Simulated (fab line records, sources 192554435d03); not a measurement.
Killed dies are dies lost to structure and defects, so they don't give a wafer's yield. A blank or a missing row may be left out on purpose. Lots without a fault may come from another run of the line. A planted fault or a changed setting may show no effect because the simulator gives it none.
fab line records | flow n5_finfet
record lots=7 wafers=39
route steps=1938 shown MOL_CONTACT_COAG@570
start_h: hours from the record's first day to the start of the lot's first wafer shown | wait_h: hours since the lot's step before | " the same as in the row above | L1.1+2: a row that stands for several wafers | - no value, or no start given | * or withheld: withheld | < > ~ a bound
route shown NAME@n: a module of which the file shows steps, and the number in the route of the first | usual: mean/standard deviation of fault-free wafers | same: alike in all rows | chamber/n: place in a boat | sites: the reading at each site | _std_site: their standard deviation | _edge_site: outer sites' mean less inner sites' | radius_mm: how far each site lies from the wafer's centre | mask NAME#n: copy n | behind: the tool/chamber that last shaped the wafer | hold: why the lot was held/for how many hours/how that ended | device: the transistor (n, p or np) that didn't switch | end of line: the same wafers' tests at the end of the route | a step without rows: its recipe alone | killed: dies lost to structure and defects at the first sort, not the wafer's yield | map: a wafer's dies, x killed, . not, _ none there
set.NAME: the setting as run; set.NAME@STEP: as run at that earlier step | model.NAME: the simulator's own value behind a step, which no gauge read
lots whose settings were changed on purpose; a table a step, a row a wafer
## steps
# step N5_MOL_CONTACT_COAG_EXPOSE_81
# recipe mask_id=VG na=0.33 source_shape=annular sigma_inner=0.3 sigma_outer=0.7 polarization=unpolarized defocus_nm=0 dose_mj=59.5
# columns lot.wafer tool chamber start_h wait_h mask set.dose_mj
L074.1+2+5 euv_scanner-01 0 99.61 - VG#0 61.11
L074.3+4+6 " 0 " " VG#0 59.5
L076.1+2+3+4+5+6 euv_scanner-02 0 108.73 - VG#0 59.5
L078.1+5+6 euv_scanner-02 0 121.31 - VG#0 59.5
L078.2+3+4 " 0 " " VG#0 63.98
L081.1+3+5 euv_scanner-02 0 142.98 - VG#0 55.33
L081.2+4+6 " 0 " " VG#0 59.5
L094.1+2+6 euv_scanner-02 0 222.16 - VG#0 59.5
L094.3+4+5 " 0 " " VG#0 55.19
L095.1+2+5 euv_scanner-01 0 227.18 - VG#0 55.88
L095.3+4+6 " 0 " " VG#0 59.5
L096.2+4+5 euv_scanner-01 0 245.93 - VG#0 59.5
# step N5_MOL_CONTACT_COAG_PEB_82
# recipe peb_temp_c=100 peb_time_s=60 resist=CAR-EUV
# step N5_MOL_CONTACT_COAG_DEVELOP_83
# recipe develop_time_s=30 developer=TMAH resist=CAR-EUV rinse_liquid=surfactant_rinse dry=air_spin dev_temp_c=23
# step N5_MOL_CONTACT_COAG_CD_MEAS_84
# recipe target_cd_nm=25.1 landing_energy_ev=500 detector=se_inlens polarity=opening
# usual cd_nm=25.06/0.22
# columns lot.wafer tool chamber start_h wait_h set.dose_mj@MOL_CONTACT_COAG_EXPOSE_81 cd_nm
L074.1 cd_sem-01 0 99.76 - 61.11 25.98
L074.2 " 0 " " 61.11 25.35
L074.3 " 0 " " 59.5 25.24
L074.4 " 0 " " 59.5 25.01
L074.5 " 0 " " 61.11 25.62
L074.6 " 0 " " 59.5 25.22
L076.1 cd_sem-01 0 108.87 - 59.5 25.02
L076.2 " 0 " " 59.5 24.52
L076.3 " 0 " " 59.5 25.39
L076.4 " 0 " " 59.5 25.26
L076.5 " 0 " " 59.5 25.34
L076.6 " 0 " " 59.5 24.90
L078.1 cd_sem-02 0 121.45 - 59.5 24.88
L078.2 " 0 " " 63.98 26.81
L078.3 " 0 " " 63.98 26.37
L078.4 " 0 " " 63.98 26.73
L078.5 " 0 " " 59.5 25.09
L078.6 " 0 " " 59.5 25.08
L081.1 cd_sem-02 0 143.12 - 55.33 23.15
L081.2 " 0 " " 59.5 24.84
L081.3 " 0 " " 55.33 23.47
L081.4 " 0 " " 59.5 25.01
L081.5 " 0 " " 55.33 23.43
L081.6 " 0 " " 59.5 25.02
L094.1 cd_sem-02 0 222.30 - 59.5 24.91
L094.2 " 0 " " 59.5 24.94
L094.3 " 0 " " 55.19 23.74
L094.4 " 0 " " 55.19 23.59
L094.5 " 0 " " 55.19 23.64
L094.6 " 0 " " 59.5 25.07
L095.1 cd_sem-03 0 227.33 - 55.88 23.71
L095.2 " 0 " " 55.88 23.79
L095.3 " 0 " " 59.5 25.29
L095.4 " 0 " " 59.5 24.79
L095.5 " 0 " " 55.88 23.74
L095.6 " 0 " " 59.5 25.06
L096.2 cd_sem-03 0 246.06 - 59.5 25.08
L096.4 " 0 " " 59.5 25.13
L096.5 " 0 " " 59.5 25.01
# step N5_MOL_CONTACT_COAG_PRECLEAN_144
# recipe chemistry=alkaline_clean temp_c=60 time_s=60 do_ppb=50
# step N5_MOL_CONTACT_COAG_SRD_145
# recipe dry=ipa_marangoni time_s=30 temp_c=23 rinse_liquid=diw
# step N5_MOL_CONTACT_COAG_CD_MEAS_137
# recipe target_cd_nm=16
# usual cd_nm=15.9/0.32
# columns lot.wafer tool chamber start_h wait_h set.dose_mj@MOL_CONTACT_COAG_EXPOSE_81 cd_nm
L074.1 cd_sem-03 - 100.83 0.0 61.11 16.3
L074.2 " - " " 61.11 16.1
L074.3 " - " " 59.5 15.9
L074.4 " - " " 59.5 15.4
L074.5 " - " " 61.11 16.2
L074.6 " - " " 59.5 15.8
L076.1 cd_sem-02 - 109.96 0.0 59.5 15.7
L076.2 " - " " 59.5 15.4
L076.3 " - " " 59.5 16.0
L076.4 " - " " 59.5 16.0
L076.5 " - " " 59.5 16.6
L076.6 " - " " 59.5 16.3
L078.1 cd_sem-02 - 122.98 0.0 59.5 15.7
L078.2 " - " " 63.98 16.5
L078.3 " - " " 63.98 16.5
L078.4 " - " " 63.98 16.8
L078.5 " - " " 59.5 15.5
L078.6 " - " " 59.5 15.2
L081.1 cd_sem-02 - 144.31 0.0 55.33 14.4
L081.2 " - " " 59.5 15.7
L081.3 " - " " 55.33 14.4
L081.4 " - " " 59.5 16.0
L081.5 " - " " 55.33 14.0
L081.6 " - " " 59.5 15.8
L094.1 cd_sem-01 - 223.41 0.0 59.5 15.9
L094.2 " - " " 59.5 15.9
L094.3 " - " " 55.19 14.1
L094.4 " - " " 55.19 14.3
L094.5 " - " " 55.19 13.8
L094.6 " - " " 59.5 15.8
L095.1 cd_sem-03 - 228.66 0.0 55.88 14.2
L095.2 " - " " 55.88 14.5
L095.3 " - " " 59.5 16.6
L095.4 " - " " 59.5 15.7
L095.5 " - " " 55.88 14.4
L095.6 " - " " 59.5 15.8
L096.2 cd_sem-01 - 247.05 0.0 59.5 15.9
L096.4 " - " " 59.5 16.2
L096.5 " - " " 59.5 15.9
## key
split step=N5_MOL_CONTACT_COAG_EXPOSE_81 setting=dose_mj stated=59.5 by=wafer
response step=N5_MOL_CONTACT_COAG_CD_MEAS_84 reading=cd_nm change=+0.208 per=1% r=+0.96
response step=N5_MOL_CONTACT_COAG_CD_MEAS_137 reading=cd_nm change=+0.216 per=1% r=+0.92
